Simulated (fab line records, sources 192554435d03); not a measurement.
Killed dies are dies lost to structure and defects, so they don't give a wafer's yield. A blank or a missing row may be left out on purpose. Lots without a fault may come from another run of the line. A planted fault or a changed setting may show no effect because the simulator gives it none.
fab line records | flow n5_finfet
record lots=10 wafers=30 last_day=20
route steps=1938 shown BEOL_M4@1103 BEOL_M5@1113
lots that met no fault: from a run of the same line without faults
start_h: hours from the record's first day to the start of the lot's first wafer shown | wait_h: hours since the lot's step before | " the same as in the row above | L1.1+2: a row that stands for several wafers | - no value, or no start given | * or withheld: withheld | < > ~ a bound
route shown NAME@n: a module of which the file shows steps, and the number in the route of the first | usual: mean/standard deviation of fault-free wafers | same: alike in all rows | chamber/n: place in a boat | sites: the reading at each site | _std_site: their standard deviation | _edge_site: outer sites' mean less inner sites' | radius_mm: how far each site lies from the wafer's centre | mask NAME#n: copy n | behind: the tool/chamber that last shaped the wafer | hold: why the lot was held/for how many hours/how that ended | device: the transistor (n, p or np) that didn't switch | end of line: the same wafers' tests at the end of the route | a step without rows: its recipe alone | killed: dies lost to structure and defects at the first sort, not the wafer's yield | map: a wafer's dies, x killed, . not, _ none there
set.NAME: the setting as run; set.NAME@STEP: as run at that earlier step | model.NAME: the simulator's own value behind a step, which no gauge read
steps of the route over a sample of lots; a table a step, a row a wafer
services: from which hour (start_h, from the record's first day; less than 0 if before it) a tool's chamber was out of use, for how many hours, and why
## steps
# step N5_BEOL_M4_CMP_52
# recipe stop_on=SiOC t_overpolish_s=6.8 down_force_psi=1 platen_rpm=50 clearing_platen_down_force_psi=1.5 clearing_platen_rpm=50 post_cmp_clean=cu_alkaline target_thk_nm=40 clearing_platen_pad_velocity_m_s=0.99484 pad_velocity_m_s=0.99484
# usual barrier_field_endpoint_s=24.5/0.51 clearing_platen_rpm=50.001/0.028 motor_current_A=6.0/0.38 overpolish_run_s=6.800/0.0087 time_to_endpoint_s=62.6/2.6
# columns lot.wafer tool chamber start_h wait_h barrier_field_endpoint_s clearing_platen_rpm motor_current_A overpolish_run_s time_to_endpoint_s
L953.2 cmp-02 3 182.93 0.2 24.2 50.002 5.5 6.800 62.8
L953.5 " 2 " " 24.8 50.039 5.6 6.797 66.7
L953.6 " 3 " " 24.9 49.980 5.5 6.803 66.3
L958.3 cmp-02 1 250.49 0.2 24.0 49.945 6.2 6.801 61.3
L958.6 " 1 " " 24.9 49.998 6.0 6.808 61.1
L958.5 " 2 " " 24.7 49.979 5.8 6.795 62.8
L959.3 cmp-01 1 256.43 0.2 24.6 50.006 6.4 6.793 62.4
L959.5 " 0 " " 24.8 49.972 5.8 6.785 63.1
L959.6 " 1 " " 25.1 50.019 6.6 6.802 60.4
L964.3 cmp-04 3 286.92 0.2 23.8 49.931 6.5 6.783 60.4
L964.2 " 1 " " 23.8 50.016 6.4 6.799 60.5
L964.6 " 3 " " 24.2 49.979 6.4 6.804 58.5
L966.2 cmp-02 3 289.90 0.2 24.5 50.002 5.7 6.797 69.1
L966.3 " 0 " " 23.8 49.948 6.1 6.794 63.4
L966.5 " 2 " " 25.1 50.007 5.6 6.799 68.5
L968.2 cmp-01 0 311.68 0.2 24.4 49.985 5.6 6.810 61.8
L968.4 " 1 " " 24.0 49.977 6.8 6.813 60.2
L968.5 " 1 " " 23.9 50.004 6.8 6.816 58.7
L969.1 cmp-02 3 319.68 0.3 25.5 50.015 5.7 6.812 65.0
L969.4 " 2 " " 26.0 50.035 5.9 6.796 64.9
L969.5 " 0 " " 25.5 49.967 6.3 6.809 63.9
L972.1 cmp-04 1 323.58 0.3 23.9 50.048 6.3 6.809 59.0
L972.3 " 2 " " 23.7 50.073 6.1 6.802 62.6
L972.5 " 1 " " 24.4 50.021 6.1 6.794 58.9
L975.1 cmp-01 0 357.26 0.3 25.2 49.988 5.4 6.794 63.4
L975.2 " 1 " " 24.7 49.969 6.4 6.802 59.0
L975.3 " 2 " " 24.6 50.005 6.6 6.787 60.4
L976.4 cmp-01 1 366.91 0.2 24.4 50.022 6.7 6.804 60.3
L976.5 " 2 " " 24.3 50.003 6.3 6.790 62.5
L976.6 " 3 " " 24.5 50.021 5.4 6.792 63.4
# step N5_BEOL_M5_CURE_79
# recipe temp_c=385 time_s=240 ambient=He/Ar material=SiCOH_lowk
# usual lamp_power_pct=52.31/0.056 wafer_temp_C_max=386.6/0.47
# columns lot.wafer tool chamber start_h wait_h lamp_power_pct wafer_temp_C_max
L953.2 uv_cure-03 0 184.75 0.1 52.37 385.7
L953.5 " 0 " " 52.30 386.0
L953.6 " 0 " " 52.23 385.8
L958.3 uv_cure-03 0 252.28 0.2 52.31 386.0
L958.5 " 0 " " 52.30 385.7
L958.6 " 0 " " 52.29 385.8
L959.3 uv_cure-02 0 258.34 0.4 52.26 386.7
L959.5 " 0 " " 52.34 386.7
L959.6 " 0 " " 52.39 386.5
L964.2 uv_cure-02 2 288.86 0.3 52.29 387.4
L964.3 " 2 " " 52.32 386.9
L964.6 " 2 " " 52.33 386.5
L966.2 uv_cure-02 0 291.57 0.1 52.37 387.8
L966.3 " 0 " " 52.29 386.6
L966.5 " 0 " " 52.35 387.1
L968.2 uv_cure-02 0 313.40 0.1 52.34 386.2
L968.4 " 0 " " 52.39 387.3
L968.5 " 0 " " 52.24 386.9
L969.1 uv_cure-02 0 321.31 0.0 52.34 386.9
L969.4 " 0 " " 52.29 386.8
L969.5 " 0 " " 52.27 387.7
L972.1 uv_cure-01 1 325.76 0.6 52.37 386.5
L972.3 " 1 " " 52.37 386.5
L972.5 " 1 " " 52.27 386.3
L975.1 uv_cure-01 1 358.90 0.0 52.39 386.7
L975.2 " 1 " " 52.39 386.4
L975.3 " 1 " " 52.27 386.0
L976.4 uv_cure-02 2 368.67 0.3 52.34 387.6
L976.5 " 2 " " 52.25 386.6
L976.6 " 2 " " 52.30 386.8
# step N5_BEOL_M5_ETCH_61
# recipe chemistry=CF4 target=SiARC target_depth_a=156 mask_material=CAR-EUV time_s=26 ion_energy_ev=80 pressure_mtorr=40 source_w=545 bias_w=36 Ar_flow_sccm=100 cf4_flow_sccm=100 ends=cleared
# usual drypump_motor_current_A=5.8/0.44 etch_rf_on_time_s=25.9/0.41 oes_product_au=0.68/0.077 rf_fwd_power_W=532.5/2.4 rf_vpp_V=183.9/1.1 showerhead_plenum_p_Torr=2.12/0.054 throttle_valve_pct=15.64/0.22
# columns lot.wafer tool chamber start_h wait_h drypump_motor_current_A etch_rf_on_time_s oes_product_au rf_fwd_power_W rf_hours_counter_h rf_vpp_V showerhead_plenum_p_Torr throttle_valve_pct
L953.2 rie_diel-02 1 212.50 0.0 5.6 26.0 0.64 531.4 161 183.7 2.05 15.81
L953.5 " 2 " " 6.0 25.7 0.73 530.5 - 183.7 2.09 15.57
L953.6 " 1 " " 5.6 26.0 0.64 531.4 - 182.0 2.05 15.81
L958.3 rie_diel-02 1 253.91 0.0 5.6 26.0 0.63 530.2 172 182.5 2.05 15.82
L958.5 " 0 " " 4.8 25.1 0.83 533.5 - 185.5 2.19 15.46
L958.6 " 1 " " 5.6 25.8 0.64 529.0 - 183.6 2.04 15.81
L959.3 rie_diel-03 3 261.79 0.0 5.5 26.2 0.59 539.0 194 183.5 2.21 15.80
L959.5 " 0 " " 6.0 25.6 0.68 532.0 - 185.5 2.24 15.67
L959.6 " 3 " " 5.5 26.3 0.60 536.6 - 184.4 2.21 15.77
L964.2 rie_diel-02 2 291.20 0.0 6.1 25.4 0.71 533.0 88 184.2 2.08 15.63
L964.3 " 3 " " 5.9 15.8 0.83 529.4 203 181.5 2.05 15.63
L964.6 " 3 " " 5.9 15.8 0.83 532.4 - 183.4 2.04 15.63
L966.2 rie_diel-02 0 292.66 0.0 4.8 25.2 0.79 534.8 25 185.0 2.18 15.50
L966.3 " 3 " " 5.9 16.0 0.82 534.0 204 182.1 2.05 15.65
L966.5 " 0 " " 4.8 25.4 0.79 535.5 - 184.6 2.18 15.52
L968.2 rie_diel-03 3 315.06 0.0 5.5 26.3 0.58 536.9 213 184.7 2.20 15.83
L968.4 " 2 " " 5.6 26.0 0.58 531.4 - 183.5 2.03 15.85
L968.5 " 3 " " 5.5 26.3 0.58 536.8 - 184.1 2.20 15.83
L969.1 rie_diel-05 1 324.07 0.0 5.3 26.0 0.72 529.5 76 184.1 2.16 15.36
L969.4 " 3 " " 6.4 25.7 0.63 531.8 - 184.5 2.13 15.94
L969.5 " 2 " " 6.2 25.4 0.75 534.0 - 183.4 2.10 15.60
L972.1 rie_diel-05 3 327.70 0.0 6.4 25.6 0.62 532.1 187 182.8 2.13 15.94
L972.3 " 1 " " 5.4 25.9 0.71 532.3 77 184.0 2.16 15.35
L972.5 " 2 " " 6.2 25.5 0.75 537.4 - 184.1 2.10 15.60
L975.1 rie_diel-05 3 361.45 0.0 6.3 25.8 0.62 534.0 205 185.2 2.12 16.00
L975.2 " 0 " " 5.8 26.0 0.82 528.8 6 183.0 2.11 15.10
L975.3 " 1 " " 5.3 26.2 0.70 531.2 95 183.2 2.16 15.39
L976.4 rie_diel-05 0 370.00 0.0 5.8 26.3 0.80 532.7 8 183.1 2.11 15.13
L976.5 " 1 " " 5.4 26.1 0.69 532.5 - 185.8 2.16 15.39
L976.6 " 0 " " 5.8 26.2 0.80 530.5 - 183.0 2.11 15.11
# step N5_BEOL_M5_STRIP_64
# recipe chemistry=CF4 resist=SiARC power_w=300 bias_power_w=75 pressure_mtorr=50 cf4_flow_sccm=150 rf_frequency_hz=6e+07
# usual drypump_motor_current_A=5.8/0.44 oes_product_au=0.79/0.085 rf_fwd_power_W=292.6/0.86 rf_vpp_V=270.8/1.4 showerhead_plenum_p_Torr=1.78/0.044 throttle_valve_pct=13.60/0.23
# columns lot.wafer tool chamber start_h wait_h drypump_motor_current_A oes_product_au rf_fwd_power_W rf_hours_counter_h rf_vpp_V showerhead_plenum_p_Torr throttle_valve_pct
L953.2 rie_diel-02 1 212.66 0.0 5.6 0.74 292.8 161 269.3 1.72 13.77
L953.5 " 2 " " 6.1 0.84 293.4 - 270.2 1.75 13.52
L953.6 " 1 " " 5.6 0.74 292.8 - 270.2 1.72 13.76
L958.3 rie_diel-02 1 254.07 0.0 5.6 0.74 293.7 172 269.7 1.71 13.78
L958.5 " 0 " " 4.8 0.94 293.9 - 273.0 1.83 13.44
L958.6 " 1 " " 5.6 0.74 293.9 - 269.5 1.71 13.80
L959.3 rie_diel-03 3 261.94 0.0 5.5 0.69 291.2 194 272.6 1.84 13.77
L959.5 " 0 " " 5.9 0.78 293.8 - 272.5 1.88 13.66
L959.6 " 3 " " 5.5 0.69 292.6 - 271.6 1.84 13.76
L964.2 rie_diel-02 2 291.35 0.0 6.1 0.82 292.9 88 271.2 1.74 13.58
L964.3 " 3 " " 5.9 0.71 292.3 204 268.3 1.72 13.64
L964.6 " 3 " " 5.9 0.70 292.0 - 268.6 1.72 13.64
L966.2 rie_diel-02 0 292.81 0.0 4.8 0.91 292.8 26 271.3 1.83 13.45
L966.3 " 3 " " 5.9 0.71 293.6 204 269.6 1.72 13.65
L966.5 " 0 " " 4.8 0.90 291.6 - 272.2 1.83 13.46
L968.2 rie_diel-03 3 315.22 0.0 5.5 0.68 293.3 213 271.8 1.84 13.81
L968.4 " 2 " " 5.7 0.67 290.9 - 269.2 1.70 13.85
L968.5 " 3 " " 5.5 0.69 293.5 - 272.0 1.84 13.81
L969.1 rie_diel-05 1 324.23 0.0 5.3 0.83 291.6 76 270.1 1.81 13.30
L969.4 " 3 " " 6.3 0.73 294.1 - 271.0 1.78 13.93
L969.5 " 2 " " 6.2 0.86 292.2 - 270.4 1.76 13.54
L972.1 rie_diel-05 3 327.85 0.0 6.3 0.73 291.8 187 271.7 1.78 13.93
L972.3 " 1 " " 5.4 0.82 292.3 77 271.7 1.81 13.30
L972.5 " 2 " " 6.2 0.86 291.5 - 270.1 1.76 13.54
L975.1 rie_diel-05 3 361.61 0.0 6.3 0.71 293.8 205 269.7 1.77 13.97
L975.2 " 0 " " 5.8 0.95 291.0 6 269.6 1.77 13.06
L975.3 " 1 " " 5.4 0.81 293.7 96 271.8 1.80 13.33
L976.4 rie_diel-05 0 370.15 0.0 5.8 0.93 294.9 8 268.7 1.77 13.07
L976.5 " 1 " " 5.3 0.80 292.7 - 273.2 1.80 13.34
L976.6 " 0 " " 5.8 0.94 293.5 - 272.6 1.77 13.07
## services
# columns tool chamber start_h hours kind
cmp-02 - 160.77 1.0 repair
cmp-01 - 178.10 2.4 repair
rie_diel-05 3 189.24 1.3 repair
cmp-02 - 204.15 0.5 repair
rie_diel-05 - 207.38 2.6 repair
uv_cure-02 - 208.96 1.0 pm
rie_diel-05 1 213.83 14.7 repair
rie_diel-05 - 217.62 0.7 repair
rie_diel-05 3 227.96 6.0 repair
rie_diel-05 1 229.85 2.6 repair
cmp-01 - 232.38 5.4 pm
rie_diel-02 - 241.35 2.8 pm
rie_diel-05 0 249.90 1.2 repair
rie_diel-02 3 250.98 4.4 repair
rie_diel-05 2 281.14 7.1 repair
rie_diel-02 0 294.77 12.3 repair
rie_diel-05 3 315.21 3.1 repair
rie_diel-02 2 322.19 4.5 repair
rie_diel-05 - 329.22 0.3 repair
rie_diel-02 - 332.96 1.8 repair
uv_cure-02 - 348.48 2.1 pm
rie_diel-02 0 350.85 2.9 repair
uv_cure-02 - 354.24 0.6 repair
rie_diel-02 - 368.45 4.3 pm
## key
first_sign step=N5_BEOL_M5_ETCH_61 reading=etch_rf_on_time_s direction=down sigmas=24 usual=* struck=*
effect none on later readings
met_at N5_BEOL_M5_ETCH_61
struck_lots L964,L966
struck_wafers L964.3,L964.6,L966.3
not_acting_at N5_BEOL_M4_CMP_52,N5_BEOL_M5_CURE_79,N5_BEOL_M5_STRIP_64
fault kind=process_parameter_drift tool=rie_diel-02 chamber=3 onset_h=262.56 steps=N5_BEOL_M5_ETCH_61 channel=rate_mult offset=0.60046 shape=step end_h=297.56
